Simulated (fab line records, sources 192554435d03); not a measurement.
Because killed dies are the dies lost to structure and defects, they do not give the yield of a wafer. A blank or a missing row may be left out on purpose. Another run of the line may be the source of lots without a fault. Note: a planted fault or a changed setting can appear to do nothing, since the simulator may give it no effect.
Struck lot and sound lot, side by side + flow n5 finfet + 15 steps out of a route of 1938
Sound: these wafers, L672.1, L672.5, L672.6. Struck: wafer L680.5. (L680.1 of the same lot was not struck and is left out.) The cause comes at the end.
Each step with rows lists, per side, the tool, then ch with its chambers, then its first start. Under that, the readings that differ: sound wafers + struck wafers + difference of the means + sigmas: that difference in standard deviations of wafers without a fault.
alike: readings whose means differ by less than 2 such deviations, and words and numbers that are the same on both sides. not compared: withheld readings, readings that some wafer has no value for, bounds like >300 that may hide the same value, and numbers for which the record gives no deviation and whose values overlap.
Wherever a step has rows on one side only, a row that says differs or no value, or a row with sigmas, the two part there. When numbers do not overlap yet have no deviation, they are printed without sigmas and do not part them. A reading that every wafer of one side lacks parts them only if that side has two wafers or more.

N5_SDB_CD_MEAS_11: target cd 50 nm.
  sound on cd sem-02 ch 0, day 6 14:08; struck on cd sem-03 ch 0, day 8 17:20
| reading    | sound          | struck | difference | sigmas |
|------------|----------------|--------|------------|--------|
| cd nm (nm) | 51.1 51.6 52.5 | 48.6   | -3.1       | -3     |
N5_SDB_OVL_MEAS_12:
  sound on overlay-02 ch 0, day 6 14:10; struck on overlay-02 ch 0, day 8 17:22
  alike: SDB_OVL
N5_SDB_INSPECT_13: inspects for defects (brightfield).
  sound on defect inspect-01, day 6 14:11; struck on defect inspect-02, day 8 17:23
  alike: raw defect count
then, 1 step without rows for these wafers: N5_SDB_DESCUM_16 (chemistry O2, time 7.9 s).
N5_SDB_ETCH_17: etches SiARC in CF4, target depth 23.4 nm, time 39 s.
  sound on rie diel-02 ch 0,1,3, day 6 14:31; struck on rie diel-06 ch 3, day 8 17:27
  alike: drypump motor current A, etch rf on time s, oes product au, rf vpp V, showerhead plenum p Torr, throttle valve pct
  not compared: rf hours counter h
N5_SDB_ETCH_18: etches SOC in N2/H2, target depth 100 nm, overetch 20 nm, time 150 s.
  sound on rie diel-02 ch 0,1,3, day 6 14:34; struck on rie diel-06 ch 3, day 8 17:29
  alike: drypump motor current A, oes product au, rf vpp V, showerhead plenum p Torr, throttle valve pct
  not compared: rf hours counter h
then, 1 step without rows for these wafers: N5_SDB_STRIP_19 (strips in N2/H2).
N5_SDB_STRIP_21: strips in CF4.
  sound on rie diel-02 ch 0,1,3, day 6 14:42; struck on rie diel-06 ch 3, day 8 17:38
  alike: drypump motor current A, oes product au, rf vpp V, showerhead plenum p Torr, throttle valve pct
  not compared: rf hours counter h
N5_SDB_HM_OPEN_20: chemistry CH3F/O2, target SiNx, stops on poly-Si, target depth 24 nm.
  sound on rie diel-02 ch 0,1,3, day 6 14:43; struck on rie diel-06 ch 3, day 8 17:39
  alike: drypump motor current A, oes product au, rf vpp V, showerhead plenum p Torr, throttle valve pct
  not compared: rf hours counter h
then, 3 steps without rows for these wafers: N5_SDB_STRIP_22 (strips in N2/H2); N5_SDB_PRECLEAN_23 (cleans in dHF, time 30 s); N5_SDB_DUMMY_REMOVE_24 (chemistry TMAH, target poly-Si, stops on SiO2, target depth 142 nm, time 57 s, rinse time 30 s).
N5_SDB_ETCH_25: etches SiO2 in C4F6/O2, target depth 10 nm, time 3.3 s.
  sound on rie diel-06 ch 0,3, day 6 15:01; struck on rie diel-06 ch 3, day 8 17:56
| reading                  | sound             | struck | difference | sigmas |
|--------------------------|-------------------|--------|------------|--------|
| model.etch.depth nm (nm) | 9.978 9.797 10.16 | 7.314  | -2.664     |        |
  alike: drypump motor current A, oes product au, rf vpp V, showerhead plenum p Torr, throttle valve pct
  not compared: rf hours counter h
N5_SDB_CUT_ETCH_26: etches Si in HBr/Cl2/O2, target depth 129.6 nm, bt time 20 s, time 51.8 s.
  sound on rie si-04 ch 0,3, day 6 15:06; struck on rie si-03 ch 0, day 8 18:02
  alike: drypump motor current A, he backside leak sccm, oes product au, throttle valve pct
  not compared: rf hours counter h
-- the record jumps here: 9 days lie between the struck wafers' starts before and after (it left off in module SDB and takes up again in module PASSIVATION, whose first step shown is number 1936 of the route) --
N5_PASSIVATION_PROBE_49:
  sound on prober-01, day 15 00:39; struck on prober-01, day 17 18:41
| reading         | sound | struck | difference | sigmas |
|-----------------|-------|--------|------------|--------|
| killed_at_M4_up | 23    | 8      | -15        | -3     |
| killed on rim   | 9     | 21     | +12        | +3     |
  alike: killed_at_M0_to_M3, killed at contacts, killed at front end, killed at other, killed dies, killed open, killed short

## WHERE THEY PART
Earliest at N5_SDB_CD_MEAS_11; latest, in this record, at N5_PASSIVATION_PROBE_49.

WHY: what the simulator had put in
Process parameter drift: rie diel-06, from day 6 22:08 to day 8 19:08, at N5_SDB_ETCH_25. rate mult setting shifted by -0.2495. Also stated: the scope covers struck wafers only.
